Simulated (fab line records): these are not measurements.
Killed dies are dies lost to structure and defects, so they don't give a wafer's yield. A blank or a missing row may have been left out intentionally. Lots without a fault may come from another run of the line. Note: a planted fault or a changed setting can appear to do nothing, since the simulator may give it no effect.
Chamber matching || flow nand_harc || NHARC_A_CONTACT_ALD_18 on ald_metal-02: 4 sister chambers
The step deposits TiN, target thk 3 nm, pulse time 1 s, ald cycles 150. 4 wafers are shown with their chamber, then 9 later ones without.

== WAFERS WITH THEIR CHAMBER ==
{"wafer": "L296.1", "chamber": 1, "heater_power_w (W)": 1074}
{"wafer": "L307.3", "chamber": 0, "heater_power_w (W)": 967}
{"wafer": "L307.5", "chamber": 2, "heater_power_w (W)": 1077}
{"wafer": "L307.6", "chamber": 3, "heater_power_w (W)": 1093}

== WAFERS MISSING THEIR CHAMBER ==
{"wafer": "L311.2", "heater_power_w (W)": 1092}
{"wafer": "L311.4", "heater_power_w (W)": 968}
{"wafer": "L311.5", "heater_power_w (W)": 1108}
{"wafer": "L310.2", "heater_power_w (W)": 1091}
{"wafer": "L310.4", "heater_power_w (W)": 983}
{"wafer": "L310.5", "heater_power_w (W)": 1093}
{"wafer": "L308.1", "heater_power_w (W)": 970}
{"wafer": "L308.2", "heater_power_w (W)": 1059}
{"wafer": "L308.3", "heater_power_w (W)": 1078}

== EACH ONE'S CHAMBER ==
{"wafer": "L311.2", "from the rows above": "can't be placed: 3 or 2 or 1", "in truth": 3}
{"wafer": "L311.4", "from the rows above": 0, "in truth": 0}
{"wafer": "L311.5", "from the rows above": "can't be placed: 3 or 2", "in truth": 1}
{"wafer": "L310.2", "from the rows above": "can't be placed: 3 or 2 or 1", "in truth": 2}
{"wafer": "L310.4", "from the rows above": 0, "in truth": 0}
{"wafer": "L310.5", "from the rows above": "can't be placed: 3 or 2", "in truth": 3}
{"wafer": "L308.1", "from the rows above": 0, "in truth": 0}
{"wafer": "L308.2", "from the rows above": "can't be placed: 1 or 2", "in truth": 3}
{"wafer": "L308.3", "from the rows above": "can't be placed: 2 or 1 or 3", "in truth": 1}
3 of 9 placed correctly. Can't be placed from these rows: 6 (the true chamber is among the candidates in 4). Placed wrongly: 0.
How it was worked out, from the rows above alone: a wafer's distance from a chamber is the root of the sum, over the readings, of the square of ((its reading less the chamber's mean) divided by the reading's scatter). The wafer belongs to the nearest chamber; if the next one is less than 2 further off, it can't be placed. For every chamber, the mean is computed from those of its wafers that are shown. The scatter (one wafer shown for each chamber): square how far every hidden wafer sits from the nearest shown wafer, average those squares and take the square root.
